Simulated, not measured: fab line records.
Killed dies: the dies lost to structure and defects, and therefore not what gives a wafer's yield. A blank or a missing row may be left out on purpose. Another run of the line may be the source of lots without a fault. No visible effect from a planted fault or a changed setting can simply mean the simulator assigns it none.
fab line records	flow n5-finfet
record lots=7	wafers=18	last-day=17
route steps=1938 shown MIM_TOP_LITHO@1839 MIM_TOP_ETCH@1851 PASSIVATION@1936
lots that met no fault: taken from a fault-free run of the same line
start-h: hours from the record's first day to the start of the lot's first wafer shown	wait-h: time in hours since the lot's previous step	" identical to the entry in the row above	L1.1+2: several wafers, shown together as one row	- no value, or no start was given	* or withheld: withheld	< > ~ a bound
route shown NAME@n: a module of which the file shows steps, and the number in the route of the first	usual: the fault-free wafers' mean and standard deviation	same: alike in all rows	chamber/n: place in a boat	sites: the reading at each site	_std_site: the values' standard deviation	_edge_site: mean of outer sites minus mean of inner sites	radius-mm: how far each site lies from the wafer's centre	mask NAME#n: copy n	behind: the most recent tool/chamber to have shaped the wafer	hold: why the lot was held/for how many hours/how that ended	device: the transistor (n, p or np) that didn't switch	end of line: the tests these same wafers got at the end of their route	a step given without rows: its recipe and nothing more	killed: dies lost to structure and defects at the first sort, not the wafer's yield	map: shows each die of a wafer: x if killed, . if not, _ if none is there
set.NAME: the setting that was run; set.NAME@STEP: the one run at that earlier step	model.NAME: the simulator's own value behind a step, which no gauge read
certain route steps with their lots: each step a table, each wafer a row
services: the hour from which a tool's chamber was out of use, counted from the record's first day as start-h (under 0 if before that day), plus the number of hours and why
## steps
# step N5_MIM_TOP_LITHO_HMDS_01
# recipe time-s=60	temp-c=120
# step N5_MIM_TOP_LITHO_COAT_02
# recipe spin-rpm=*	resist-thk-nm=*
# step N5_MIM_TOP_LITHO_EBR_04
# recipe solvent=PGMEA	ebr-width-mm=1.5
# step N5_MIM_TOP_LITHO_SOFTBAKE_03
# recipe temp-c=100	time-s=90
# step N5_MIM_TOP_LITHO_EXPOSE_05
# recipe mask-id=MIM_TOP	na=0.55	source-shape=conventional	sigma-outer=0.8	polarization=unpolarized	target-cd-nm=2000	dose-mj=20.5
# step N5_MIM_TOP_LITHO_PEB_06
# recipe peb-temp-c=withheld	peb-time-s=*
# step N5_MIM_TOP_LITHO_DEVELOP_07
# recipe develop-time-s=60	rinse-liquid=diw	dry=air-spin	dev-temp-c=21
# step N5_MIM_TOP_LITHO_HARDBAKE_09
# recipe temp-c=130	time-s=120
# step N5_MIM_TOP_LITHO_CD_MEAS_08
# recipe target-cd-nm=2000	landing-energy-ev=500	detector=se-inlens
# usual cd-nm=2000.6/2.3
lot.wafer	tool	chamber	start-h	wait-h	cd-nm
L623.1	cd-sem-01	0	275.67	-	2000.9
L623.4	"	0	"	"	2002.0
L623.5	"	0	"	"	1998.5
L626.3	cd-sem-02	0	294.86	-	2001.4
L626.5	"	0	"	"	2001.7
L628.2	cd-sem-01	0	302.39	-	1999.2
L628.3	"	0	"	"	1999.1
L628.6	"	0	"	"	2003.9
L629.1	cd-sem-02	0	307.71	-	2002.5
L629.5	"	0	"	"	2001.4
L630.1	cd-sem-01	0	313.41	-	2002.2
L630.4	"	0	"	"	1998.8
L641.1	cd-sem-03	0	384.26	-	2000.5
L641.2	"	0	"	"	2003.9
L641.3	"	0	"	"	2006.5
L642.1	cd-sem-02	0	401.61	-	2001.6
L642.3	"	0	"	"	1999.1
L642.5	"	0	"	"	2005.4
# step N5_MIM_TOP_LITHO_OVL_MEAS_11
# recipe points-per-wafer=44
# usual MIM_TOP_OVL=2/4.8
lot.wafer	tool	chamber	start-h	wait-h	MIM_TOP_OVL[nm]
L623.1	overlay-02	0	275.70	0.0	-7
L623.4	"	0	"	"	-5
L623.5	"	0	"	"	-5
L626.3	overlay-01	0	294.88	0.0	1
L626.5	"	0	"	"	0
L628.2	overlay-01	0	302.42	0.0	-1
L628.3	"	0	"	"	-2
L628.6	"	0	"	"	-1
L629.1	overlay-02	0	307.74	0.0	0
L629.5	"	0	"	"	5
L630.1	overlay-02	0	313.45	0.0	3
L630.4	"	0	"	"	9
L641.1	overlay-02	0	384.29	0.0	4
L641.2	"	0	"	"	2
L641.3	"	0	"	"	-3
L642.1	overlay-01	0	401.64	0.0	1
L642.3	"	0	"	"	9
L642.5	"	0	"	"	5
# step N5_MIM_TOP_LITHO_INSPECT_12
# recipe mode=adi	inspect-instrument=macro
# usual raw-defect-count=2.2/1.6
lot.wafer	tool	chamber	start-h	wait-h	raw-defect-count
L623.1	defect-inspect-02	-	275.73	0.0	2
L623.4	"	-	"	"	5
L623.5	"	-	"	"	0
L626.3	defect-inspect-02	-	294.91	0.0	2
L626.5	"	-	"	"	1
L628.2	defect-inspect-02	-	302.44	0.0	2
L628.3	"	-	"	"	3
L628.6	"	-	"	"	2
L629.1	defect-inspect-02	-	307.77	0.0	3
L629.5	"	-	"	"	2
L630.1	defect-inspect-02	-	313.47	0.0	2
L630.4	"	-	"	"	4
L641.1	defect-inspect-01	-	384.31	0.0	3
L641.2	"	-	"	"	1
L641.3	"	-	"	"	2
L642.1	defect-inspect-01	-	401.66	0.0	2
L642.3	"	-	"	"	1
L642.5	"	-	"	"	5
# step N5_MIM_TOP_LITHO_DESCUM_10
# recipe chemistry=O2	time-s=7.9	source-power-w=50	bias-power-w=20	pressure-mtorr=20	rf-frequency-hz=2.712e+07	temp-c=40	o2-flow-sccm=225
# usual drypump-motor-current-A=5.8/0.51	oes-product-au=0.78/0.079	rf-fwd-power-W=49.64/0.18	rf-vpp-V=242.8/0.92	showerhead-plenum-p-Torr=2.07/0.042	throttle-valve-pct=20.55/0.19
lot.wafer	tool	chamber	start-h	wait-h	drypump-motor-current-A	oes-product-au	rf-fwd-power-W	rf-hours-counter-h	rf-vpp-V	showerhead-plenum-p-Torr	throttle-valve-pct
L623.1	rie-diel-05	0	275.76	0.0	5.1	0.83	49.53	98	243.2	2.02	20.36
L623.4	"	3	"	"	5.0	0.89	49.88	60	241.9	2.03	20.28
L623.5	"	2	"	"	6.7	0.70	49.76	-	243.1	2.05	20.90
L626.3	rie-diel-01	2	295.23	0.3	5.3	0.72	49.30	179	242.6	2.15	20.44
L626.5	"	3	"	"	6.0	0.76	49.36	-	243.4	2.07	20.49
L628.2	rie-diel-04	2	302.48	0.0	5.3	0.86	49.52	55	241.6	2.06	20.31
L628.3	"	1	"	"	5.4	0.82	49.80	99	243.7	2.12	20.53
L628.6	"	2	"	"	5.4	0.86	49.86	-	242.6	2.06	20.30
L629.1	rie-diel-04	3	307.99	0.2	6.0	0.87	49.57	69	243.6	2.03	20.28
L629.5	"	1	"	"	5.4	0.82	49.50	-	242.4	2.12	20.56
L630.1	rie-diel-01	3	313.69	0.2	6.0	0.76	49.63	147	242.3	2.07	20.50
L630.4	"	2	"	"	5.3	0.72	50.12	185	243.1	2.15	20.45
L641.1	rie-diel-01	2	384.35	0.0	5.3	0.70	49.96	207	243.4	2.14	20.48
L641.2	"	0	"	"	6.3	0.71	49.45	216	243.5	2.09	20.62
L641.3	"	3	"	"	6.0	0.74	49.63	172	243.2	2.06	20.53
L642.1	rie-diel-01	2	401.69	0.0	5.3	0.69	49.53	214	243.0	2.14	20.49
L642.3	"	1	"	"	5.8	0.89	49.37	40	243.4	2.06	20.85
L642.5	"	2	"	"	5.3	0.69	49.53	-	244.8	2.14	20.49
# step N5_MIM_TOP_ETCH_ETCH_00
# recipe chemistry=Cl2/BCl3	target=TiN	target-depth-a=385	ion-energy-ev=150	pressure-mtorr=10	icp-w=1000	bias-w=126	Cl2_flow_sccm=53.25	bcl3-flow-sccm=21.75	Ar_flow_sccm=25
# usual drypump-motor-current-A=5.97/0.26	mfc-ar-sccm=25.01/0.071	oes-product-au=0.78/0.049	rf-fwd-power-W=994/3.1	throttle-valve-pct=22.82/0.14
lot.wafer	tool	chamber	start-h	wait-h	drypump-motor-current-A	mfc-ar-sccm	oes-product-au	rf-fwd-power-W	rf-hours-counter-h	throttle-valve-pct	model.etch.depth-nm	model.MIM_TOP_ETCH.feature-depth-nm	model.coat_of_MIM_TOP_LITHO_COAT_02.thk-nm
L623.1	rie-metal-02	0	275.85	0.1	6.01	24.90	0.74	986	69	22.62	40.17	40.2	*
L623.4	"	1	"	"	5.65	24.96	0.93	991	-	23.05	37.05	37	*
L623.5	"	1	"	"	5.67	24.99	0.92	991	-	23.04	37.16	37.2	*
L626.3	rie-metal-03	0	295.36	0.1	5.76	24.94	0.75	996	-	22.84	36.38	36.4	*
L626.5	"	1	"	"	5.58	25.02	0.76	996	-	22.80	36.49	36.4	*
L628.2	rie-metal-01	1	302.56	0.1	6.06	25.09	1.04	993	57	22.66	63.39	63.4	*
L628.3	"	0	"	"	6.30	24.99	0.81	995	-	22.89	37.68	37.6	*
L628.6	"	0	"	"	6.32	24.98	0.81	998	-	22.90	37.51	37.6	*
L629.1	rie-metal-01	0	308.07	0.1	6.32	24.97	1.11	993	26	22.86	60.48	60.4	*
L629.5	"	1	"	"	6.03	25.01	0.74	990	-	22.72	38.91	39	*
L630.1	rie-metal-01	0	313.77	0.1	6.30	25.04	1.11	994	27	22.86	60.49	60.4	*
L630.4	"	1	"	"	6.01	24.82	0.74	998	-	22.71	38.79	38.8	*
L641.1	rie-metal-03	1	384.43	0.1	5.58	24.98	0.73	990	49	22.83	36.05	36	*
L641.2	"	0	"	"	5.77	25.00	0.72	991	42	22.85	35.89	35.8	*
L641.3	"	1	"	"	5.57	25.02	0.73	991	-	22.82	36.22	36.2	*
L642.1	rie-metal-01	0	401.78	0.1	6.32	24.91	0.79	991	34	22.92	37.89	37.8	*
L642.3	"	1	"	"	6.00	25.05	0.72	994	-	22.72	38.62	38.6	*
L642.5	"	1	"	"	5.99	24.98	0.72	993	-	22.70	38.53	38.6	*
# step N5_MIM_TOP_ETCH_STRIP_01
# recipe chemistry=O2	power-w=600	temp-c=60	pressure-mtorr=30	rf-frequency-hz=6e+07	bias-power-w=0	overash-fraction=0.5	o2-flow-sccm=225
# usual drypump-motor-current-A=5.6/0.53	oes-product-au=0.83/0.095	rf-vpp-V=3.6/1.5	showerhead-plenum-p-Torr=2.10/0.095	throttle-valve-pct=16.67/0.23
lot.wafer	tool	chamber	start-h	wait-h	drypump-motor-current-A	oes-product-au	rf-hours-counter-h	rf-vpp-V	showerhead-plenum-p-Torr	throttle-valve-pct
L623.1	rie-diel-02	3	275.99	0.1	6.0	0.90	31	2.7	2.13	16.32
L623.4	"	2	"	"	5.6	0.82	107	4.6	2.02	16.69
L623.5	"	3	"	"	6.1	0.90	-	2.7	2.13	16.28
L626.3	rie-diel-03	0	295.54	0.1	5.9	0.67	223	7.9	2.18	16.78
L626.5	"	1	"	"	5.0	0.85	-	3.1	2.21	16.40
L628.2	rie-diel-03	2	302.71	0.1	5.3	0.83	92	4.7	2.04	16.89
L628.3	"	3	"	"	6.5	0.95	10	1.7	2.24	16.37
L628.6	"	3	"	"	6.5	0.97	-	3.4	2.24	16.37
L629.1	rie-diel-06	1	308.27	0.2	5.4	0.75	145	3.9	2.17	16.49
L629.5	"	0	"	"	6.3	0.99	-	0.7	2.22	16.67
L630.1	rie-diel-06	2	313.92	0.1	4.7	0.95	11	4.5	2.06	16.51
L630.4	"	3	"	"	4.8	0.81	-	3.6	2.10	16.80
L641.1	rie-diel-02	3	384.59	0.1	6.0	0.87	58	3.7	2.12	16.35
L641.2	"	1	"	"	5.5	0.85	37	1.8	2.06	16.78
L641.3	"	0	"	"	5.7	0.70	207	6.3	1.92	17.12
L642.1	rie-diel-06	3	401.98	0.2	4.8	0.78	159	4.5	2.09	16.85
L642.3	"	2	"	"	4.7	0.88	39	6.0	2.05	16.58
L642.5	"	2	"	"	4.7	0.90	-	3.3	2.05	16.60
# step N5_PASSIVATION_PROBE_49
# usual defect-limited-yield=91.2/1.4	killed_at_M0_to_M3=32/9.3	killed_at_M4_up=14/4.9	killed-at-contacts=15/7.5	killed-at-front-end=40/11	killed-at-other=4/3.3	killed-dies=104/17	killed-open=68/14	killed-short=33/7.9	sort_bin_5_function=5.2/0.99	sort_bin_6_memory=3.2/0.65	sort-n-pass=1076/17	sort-yield-pct=91.1/1.5
# same gross-dies=1180	killed-at-back-side=0	sort_bin_4_leakage[%]=0	sort_bin_8_speed[%]=0
lot.wafer	tool	chamber	start-h	wait-h	defect-limited-yield[%]	killed_at_M0_to_M3	killed_at_M4_up	killed-at-contacts	killed-at-front-end	killed-at-other	killed-dies	killed-open	killed-short	sort_bin_5_function[%]	sort_bin_6_memory[%]	sort-n-pass	sort-yield-pct[%]
L623.1	prober-02	-	285.06	0.0	90.0	42	22	6	43	5	118	71	46	6.0	3.1	1062	90.0
L623.4	prober-02	-	285.21	0.2	91.4	35	12	10	42	2	101	65	36	4.6	3.5	1079	91.4
L623.5	prober-02	-	285.26	0.2	90.6	31	15	5	57	3	111	73	38	5.0	3.7	1069	90.6
L626.3	prober-01	-	304.57	0.1	92.5	15	16	8	42	7	88	62	19	4.1	2.6	1092	92.5
L626.5	prober-01	-	304.67	0.2	91.6	22	12	21	40	4	99	55	27	5.7	2.5	1081	91.6
L628.2	prober-02	-	312.20	0.1	89.7	41	19	12	39	11	122	67	52	6.7	3.2	1058	89.7
L628.3	prober-02	-	312.25	0.1	87.5	44	12	34	42	16	148	66	55	8.6	3.5	1032	87.5
L628.6	prober-02	-	312.40	0.3	87.5	50	14	14	60	10	148	100	47	8.0	4.3	1032	87.5
L629.1	prober-02	-	319.79	0.0	89.7	40	11	16	44	10	121	90	26	6.1	3.6	1059	89.7
L629.5	prober-02	-	319.99	0.2	89.7	54	7	23	34	4	122	84	38	6.3	3.6	1058	89.7
L630.1	prober-02	-	324.86	0.0	92.4	29	8	10	41	2	90	51	38	4.2	3.1	1090	92.4
L641.1	prober-01	-	393.53	0.0	93.5	34	14	4	24	1	77	56	20	4.0	2.5	1103	93.5
L641.2	prober-01	-	393.58	0.1	93.6	29	20	6	21	0	76	51	25	2.7	3.4	1104	93.6
L641.3	prober-01	-	393.63	0.1	92.5	33	15	15	24	2	89	61	28	4.4	2.9	1091	92.5
L642.1	prober-02	-	414.52	0.0	92.0	30	25	4	34	1	94	64	28	5.3	2.1	1086	92.0
L642.3	prober-02	-	414.62	0.1	90.1	28	15	22	49	3	117	92	22	6.4	3.3	1063	90.1
L642.5	prober-02	-	414.72	0.2	90.2	34	13	18	49	2	116	80	31	5.9	3.6	1064	90.2
# killed by level:class
L623.1 FIN_SAQP:geometric-particle:short=12 BEOL_M2:geometric-particle:open=11 BEOL_M4:geometric-particle:open=11 FIN_SAQP:geometric-particle:open=7 BEOL_M0_SAQP:geometric-particle:short=7 ILD0:geometric-particle:open=6 BEOL_M1:geometric-particle:open=6 MOL_CONTACT_COAG:geometric-particle:open=5
L623.4 BEOL_M2:geometric-particle:open=13 FIN_SAQP:geometric-particle:short=12 FIN_SAQP:geometric-particle:open=7 STI_FIN_REVEAL:geometric-particle:open=7 MOL_CONTACT_COAG:geometric-particle:open=7 BEOL_M4:geometric-particle:open=6 BEOL_M0_SAQP:geometric-particle:short=5 ILD0:geometric-particle:short=4
L623.5 GATE_CUT:geometric-particle:open=11 FIN_SAQP:geometric-particle:short=10 BEOL_M2:geometric-particle:open=9 FIN_SAQP:geometric-particle:open=7 STARTING-WAFER:geometric-particle:short=6 BEOL_M0_SAQP:geometric-particle:open=5 BEOL_M3:geometric-particle:open=5 BEOL_M4:geometric-particle:open=5
L626.3 STI_FIN_REVEAL:geometric-particle:open=11 MOL_CONTACT_COAG:geometric-particle:open=7 BEOL_M4:geometric-particle:open=7 HKMG_FIN:area-etch=7 BEOL_M0_SAQP:geometric-particle:open=5 BEOL_M1:geometric-particle:open=5 STARTING-WAFER:geometric-particle:open=5 BEOL_M4:geometric-particle:short=4
L626.5 MOL_CONTACT_COAG:geometric-particle:open=10 MOL_CONTACT_COAG:area-etch=9 FIN_CUT:area-etch=8 STI_FIN_REVEAL:geometric-particle:open=7 BEOL_M2:geometric-particle:open=7 STI_FIN_REVEAL:geometric-particle:short=6 FIN_SAQP:geometric-particle:open=5 BEOL_M4:geometric-particle:open=5
L628.2 BEOL_M2:geometric-particle:open=12 GATE_CUT:geometric-particle:short=11 MOL_CONTACT_COAG:geometric-particle:open=11 BEOL_M0_SAQP:geometric-particle:open=9 BEOL_M3:geometric-particle:short=9 FIN_SAQP:geometric-particle:short=8 BEOL_M0_SAQP:geometric-particle:short=6 FIN_SAQP:geometric-particle:open=5
L628.3 MOL_CONTACT_COAG:area-etch=27 BEOL_M0_SAQP:geometric-particle:short=13 GATE_CUT:geometric-particle:short=10 BEOL_M3:geometric-particle:open=10 FIN_SAQP:geometric-particle:short=7 BEOL_M0_SAQP:geometric-particle:open=7 BEOL_M2:geometric-particle:open=6 BEOL_M4:geometric-particle:open=6
L628.6 BEOL_M0_SAQP:geometric-particle:open=16 MOL_CONTACT_COAG:geometric-particle:open=13 BEOL_M0_SAQP:geometric-particle:short=12 FIN_SAQP:geometric-particle:open=10 FIN_SAQP:geometric-particle:short=10 BEOL_M1:geometric-particle:open=9 BEOL_M4:geometric-particle:open=9 DUMMY_GATE:geometric-particle:open=8
L629.1 MOL_CONTACT_COAG:geometric-particle:open=15 BEOL_M3:geometric-particle:open=13 BEOL_M0_SAQP:geometric-particle:open=11 STI_FIN_REVEAL:geometric-particle:open=9 FIN_SAQP:geometric-particle:open=8 BEOL_M0_SAQP:geometric-particle:short=7 DUMMY_GATE:geometric-particle:open=5 BEOL_M4:geometric-particle:open=5
L629.5 BEOL_M3:geometric-particle:open=30 MOL_CONTACT_COAG:geometric-particle:open=15 FIN_SAQP:geometric-particle:open=9 BEOL_M3:geometric-particle:short=9 MOL_CONTACT_COAG:geometric-particle:short=8 GATE_CUT:geometric-particle:short=6 STI_FIN_REVEAL:geometric-particle:open=5 BEOL_M0_SAQP:geometric-particle:open=4
L630.1 FIN_SAQP:geometric-particle:short=12 BEOL_M3:geometric-particle:open=9 FIN_SAQP:geometric-particle:open=6 MOL_CONTACT_COAG:geometric-particle:open=6 STI_FIN_REVEAL:geometric-particle:open=6 BEOL_M0_SAQP:geometric-particle:open=5 BEOL_M0_SAQP:geometric-particle:short=5 DUMMY_GATE:geometric-particle:short=4
L641.1 BEOL_M1:geometric-particle:open=7 BEOL_M2:geometric-particle:open=7 BEOL_M4:geometric-particle:open=6 STI_FIN_REVEAL:geometric-particle:open=6 MOL_CONTACT_COAG:geometric-particle:open=4 BEOL_M0_SAQP:geometric-particle:open=4 BEOL_M0:geometric-particle:open=4 BEOL_M5:geometric-particle:open=4
L641.2 BEOL_M4:geometric-particle:open=9 BEOL_M0_SAQP:geometric-particle:open=7 BEOL_M1:geometric-particle:open=7 DUMMY_GATE:geometric-particle:open=5 STI_FIN_REVEAL:geometric-particle:open=4 MOL_CONTACT_COAG:geometric-particle:short=4 BEOL_M0_SAQP:geometric-particle:short=4 BEOL_M5:geometric-particle:open=4
L641.3 STI_FIN_REVEAL:geometric-particle:open=11 MOL_CONTACT_COAG:geometric-particle:open=10 BEOL_M1:geometric-particle:open=8 BEOL_M0_SAQP:geometric-particle:short=7 BEOL_M4:geometric-particle:open=6 MOL_CONTACT_COAG:geometric-particle:short=5 BEOL_M0_SAQP:geometric-particle:open=5 BEOL_M5:geometric-particle:open=5
L642.1 BEOL_M4:geometric-particle:open=15 FIN_SAQP:geometric-particle:open=8 BEOL_M0_SAQP:geometric-particle:short=8 BEOL_M0_SAQP:geometric-particle:open=5 STI_FIN_REVEAL:geometric-particle:open=4 MOL_CONTACT_COAG:geometric-particle:open=4 BEOL_M1:geometric-particle:open=4 BEOL_M2:geometric-particle:open=4
L642.3 MOL_CONTACT_COAG:geometric-particle:open=19 STI_FIN_REVEAL:geometric-particle:open=17 BEOL_M2:geometric-particle:open=11 GATE_CUT:geometric-particle:open=7 FIN_SAQP:geometric-particle:short=6 FIN_SAQP:geometric-particle:open=6 BEOL_M5:geometric-particle:open=6 BEOL_M4:geometric-particle:open=5
L642.5 STI_FIN_REVEAL:geometric-particle:open=15 MOL_CONTACT_COAG:geometric-particle:open=13 BEOL_M2:geometric-particle:open=11 FIN_SAQP:geometric-particle:open=8 GATE_CUT:geometric-particle:short=6 MOL_CONTACT_COAG:geometric-particle:short=5 BEOL_M0_SAQP:geometric-particle:open=5 BEOL_M4:geometric-particle:open=5
## services
tool	chamber	start-h	hours	kind
rie-diel-01	1	260.23	-	clean
rie-diel-01	1	260.23	-	consumable-replace:esc
rie-diel-01	1	260.23	-	consumable-replace:focus-ring
rie-diel-01	1	260.23	28.3	scheduled-down
rie-diel-03	0	274.83	3.8	repair
rie-diel-06	3	276.39	6.5	repair
rie-diel-02	3	277.39	11.6	repair
rie-metal-02	0	288.25	18.7	repair
rie-diel-06	3	289.56	18.8	repair
rie-diel-02	3	297.64	18.1	repair
rie-diel-05	2	298.44	8.7	repair
rie-diel-02	1	303.65	4.8	repair
rie-diel-06	1	313.27	20.2	repair
rie-diel-01	2	319.59	4.7	repair
rie-diel-02	0	320.60	12.9	repair
rie-diel-05	3	327.61	10.9	repair
rie-diel-03	2	336.02	2.5	repair
rie-diel-01	-	342.20	0.2	repair
rie-metal-03	-	350.90	0.3	repair
rie-diel-03	1	354.76	13.3	repair
rie-diel-05	-	357.67	2.8	pm
rie-metal-01	-	360.14	0.3	repair
rie-diel-03	0	362.06	14.1	repair
rie-diel-02	2	380.92	7.2	repair
## key
first-sign step=N5_MIM_TOP_ETCH_ETCH_00	reading=oes-product-au	direction=up	sigmas=6.3	usual=0.78	struck=1.08
effect none on later readings
model-effect step=N5_MIM_TOP_ETCH_ETCH_00	value=etch.depth-nm	without=37.95	struck=61.45
met-at N5_MIM_TOP_ETCH_ETCH_00
struck-wafers L628.2,L629.1,L630.1
baseline-loss step=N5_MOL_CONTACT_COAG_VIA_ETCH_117	wafers=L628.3
baseline-loss step=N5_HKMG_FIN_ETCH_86	wafers=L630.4
fault kind=process-parameter-drift	tool=rie-metal-01	chamber=-	onset-h=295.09	steps=N5_MIM_TOP_ETCH_ETCH_00	channel=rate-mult	offset=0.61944	shape=step	end-h=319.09	scope=struck-wafers-only
# baseline-loss: these wafers lose ten dies or more at that step, a loss of the line's own and not of a fault; the sort's usual values leave them out
